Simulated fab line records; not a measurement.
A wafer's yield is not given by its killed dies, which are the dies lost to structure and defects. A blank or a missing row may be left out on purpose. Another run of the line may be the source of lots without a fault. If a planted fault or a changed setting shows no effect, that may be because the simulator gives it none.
Chamber matching | flow nand harc | pecvd-02 running NHARC_A_STAIRCASE_DEP_259: 3 sister chambers
The step deposits SiON, target thk 30 nm. 6 wafers are shown with their chamber, then 7 later ones without.

WAFERS, EACH WITH ITS CHAMBER
wafer  | chamber | heater power w (W)
L076.6 | 0       | 832
L085.1 | 0       | 774
L085.5 | 1       | 819
L085.6 | 2       | 779
L086.1 | 1       | 726
L086.2 | 2       | 686

WAFERS MISSING THEIR CHAMBER
wafer  | heater power w (W)
L086.4 | 714
L093.2 | 708
L093.3 | 785
L093.6 | 904
L095.2 | 888
L095.3 | 709
L095.5 | 726

WHICH CHAMBER EACH ONE RAN IN
wafer  | from the rows above          | in truth
L086.4 | can't be placed: 2 or 1 or 0 | 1
L093.2 | can't be placed: 2 or 1 or 0 | 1
L093.3 | can't be placed: 1 or 0 or 2 | 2
L093.6 | can't be placed: 0 or 1 or 2 | 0
L095.2 | can't be placed: 0 or 1 or 2 | 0
L095.3 | can't be placed: 2 or 1 or 0 | 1
L095.5 | can't be placed: 2 or 1 or 0 | 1
0 of 7 placed correctly. Cannot be placed on the basis of these rows: 7; the candidates contain the true chamber in 7. Placed wrongly: 0.
How it was worked out, from the rows above alone: a wafer's distance from a chamber is the root of the sum, over the readings, of the square of ((its reading less the chamber's mean) divided by the reading's scatter). If the next closest chamber is less than 2 further off than the closest, the wafer can't be placed; otherwise it belongs to the closest. The mean given for a chamber averages the wafers shown for that chamber. The scatter: take each reading less its chamber's mean, square it, sum over the shown wafers, divide by the number of wafers less the number of chambers, and take the root.
